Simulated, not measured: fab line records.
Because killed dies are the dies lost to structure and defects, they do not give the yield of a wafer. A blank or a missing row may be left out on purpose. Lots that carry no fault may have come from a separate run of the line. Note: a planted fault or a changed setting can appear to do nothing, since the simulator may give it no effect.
Comparing a struck lot with a sound one / flow n5_finfet / 39 out of 1938 route steps
Sound: these wafers, L353.2, L353.3, L353.5. Struck: wafer L368.6 (left out: L368.2, a lot-mate that was not struck); the cause follows at the end.
At each step with rows: each side's tool, then ch and its chambers, then its first start. Under that, the readings that differ: sound wafers / struck wafers / difference of the means / sigmas: that difference in standard deviations of wafers without a fault.
alike: same words and numbers on both sides, and readings whose means sit less than 2 such deviations apart. not compared: any withheld reading, any reading some wafer has no value for, any bound like >300 that may hide the same value, and any number with overlapping values for which the record gives no deviation.
The two part at a step that has a row with sigmas, a row that says differs or no value, or rows on one side only. Non-overlapping numbers with no deviation appear without sigmas and do not part them. A reading that every wafer of one side lacks parts them only if that side has two wafers or more.

first, 12 steps without rows for these wafers: N5_MOL_CONTACT_COAG_DESCUM_45 (chemistry O2, time 7 s); N5_MOL_CONTACT_COAG_ETCH_65 (etches underlayer in N2/H2, target depth 13 nm, time 10.4 s); N5_MOL_CONTACT_COAG_ETCH_66 (etches SiARC in CF4, target depth 13 nm, time 21.7 s); N5_MOL_CONTACT_COAG_ALD_133 (deposits SiO2, target thk 5 nm, pulse time 1 s, co reactant pulse time 1 s); N5_MOL_CONTACT_COAG_ETCHBACK_134 (etches SiO2 in CHF3, target depth 10 nm, time 6.7 s); N5_MOL_CONTACT_COAG_ETCH_67 (etches SOC in N2/H2, target depth 60 nm, overetch 21 nm, time 101.2 s); N5_MOL_CONTACT_COAG_STRIP_68 (strips in N2/H2); N5_MOL_CONTACT_COAG_STRIP_69 (strips in N2/H2); N5_MOL_CONTACT_COAG_ETCHBACK_136 (etches SiO2 in CHF3, target depth 25 nm, time 16.7 s); N5_MOL_CONTACT_COAG_STRIP_120 (strips in CHF3); N5_MOL_CONTACT_COAG_VIA_ETCH_117 (etches SiO2 in C4F6/O2, target depth 40 nm, overetch 8 nm, time 26 s); N5_MOL_CONTACT_COAG_ETCH_124 (etches SiNx in CH3F/O2, stops on SiOC, target depth 6.5 nm).
N5_MOL_CONTACT_COAG_ETCH_48: etches SiOC in C4F6/O2, target depth 15 nm, overetch 4.5 nm, time 17 s.
  sound on rie_diel-06 ch 0,1,2, day 5 10:02; struck on rie_diel-06 ch 3, day 9 01:22
reading=throttle_valve_pct (%); sound=41.4 41.5 40.4; struck=39.8; difference=-1.3; sigmas=-2
  alike: drypump_motor_current_A, mfc_ar_sccm, oes_product_au, rf_vpp_V, showerhead_plenum_p_Torr
  not compared: rf_hours_counter_h, model.etch.depth_nm
then, 24 steps without rows for these wafers: N5_MOL_CONTACT_COAG_STRIP_72 (strips in N2/H2); N5_MOL_CONTACT_COAG_STRIP_49 (strips in N2/H2, time 30 s); N5_MOL_CONTACT_COAG_PRECLEAN_138 (cleans in alkaline clean, time 60 s); N5_MOL_CONTACT_COAG_SRD_139 (time 30 s); N5_MOL_CONTACT_COAG_PRE_CLEAN_121; N5_MOL_CONTACT_COAG_CVD_140 (deposits W, target thk 66.5 nm, time 215 s); N5_MOL_CONTACT_COAG_PRECLEAN_127 (cleans in DIW, time 57.5 s); N5_MOL_CONTACT_COAG_SRD_128 (dry time 32 s); N5_MOL_CONTACT_COAG_CMP_52 (polishes, stops on SiO2, t overpolish 1.5 s, target thk 66.5 nm); N5_MOL_CONTACT_COAG_ANNEAL_112 (time 1800 s); N5_BEOL_M0_SAQP_PECVD_00 (deposits SiCN from 3MS/NH3, target thk 8 nm, time 14 s); N5_BEOL_M0_SAQP_ILD_DEP_01 (deposits SiOC from DEMS/O2, target thk 45.419 nm, time 8.7 s); N5_BEOL_M0_SAQP_HM_DEP_02 (deposits TiN, target thk 12 nm); N5_BEOL_M0_SAQP_PECVD_03 (deposits SiCN from 3MS/NH3, target thk 12 nm, time 21.1 s); N5_BEOL_M0_SAQP_PECVD_96 (deposits a-Si from SiH4/He, target thk 45 nm, time 45.2 s); N5_BEOL_M0_SAQP_PECVD_97 (deposits SiNx from SiH4/NH3/N2, target thk 23 nm, time 19.9 s); N5_BEOL_M0_SAQP_PECVD_04 (deposits a-Si from SiH4/He, target thk 60 nm, time 60.2 s); N5_BEOL_M0_SAQP_HM_DEP_111 (deposits SiO2 from SiH4/N2O, target thk 12 nm, time 7.2 s); N5_BEOL_M0_SAQP_COAT_81 (time 60 s, resist thk 100 nm); N5_BEOL_M0_SAQP_COAT_82 (time 60 s, resist thk 30 nm); N5_BEOL_M0_SAQP_COAT_08 (resist thk 90 nm); N5_BEOL_M0_SAQP_EBR_10; N5_BEOL_M0_SAQP_SOFTBAKE_09 (time 60 s); N5_BEOL_M0_SAQP_EXPOSE_11 (exposes mask M0 CORE, target cd 42 nm).
N5_BEOL_M4_RC_MEAS_101:
  the record has rows for the sound wafers here (prober-02 ch 0, day 8 00:35) and none for the struck ones
-- here the record skips 8 days between the struck wafers' starts before and after, leaving off in module BEOL_M4 and picking up in module PASSIVATION (first step shown: number 1936 of the route) --
N5_PASSIVATION_PROBE_49:
  sound on prober-01 at day 12 10:31; struck on prober-02 at day 17 04:53
reading=defect_limited_yield (%); sound=93.8 92.5 94.7; struck=0; difference=-94; sigmas=-62
reading=killed_at_contacts; sound=10 17 5; struck=1082; difference=+1071; sigmas=+99 or more
reading=killed_dies; sound=73 88 62; struck=1180; difference=+1106; sigmas=+65
reading=killed_on_rim; sound=6 14 9; struck=152; difference=+142; sigmas=+37
reading=killed_open; sound=47 59 36; struck=77; difference=+30; sigmas=+2
reading=sort_bin_5_function (%); sound=3.8 3.6 3.3; struck=96.0; difference=+92.4; sigmas=+97
reading=sort_n_pass; sound=1107 1092 1118; struck=0; difference=-1106; sigmas=-61
reading=sort_yield_pct (%); sound=93.8 92.5 94.7; struck=0; difference=-94; sigmas=-62
  alike: killed_at_M0_to_M3, killed_at_M4_up, killed_at_front_end, killed_at_other, killed_short, sort_bin_6_memory

WHERE THEY PART
At N5_MOL_CONTACT_COAG_ETCH_48 first; at N5_PASSIVATION_PROBE_49 last (within this record only).

WHY: whatever the simulator had introduced
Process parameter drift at N5_MOL_CONTACT_COAG_ETCH_48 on rie_diel-06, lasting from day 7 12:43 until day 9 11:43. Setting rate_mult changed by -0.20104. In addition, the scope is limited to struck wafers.
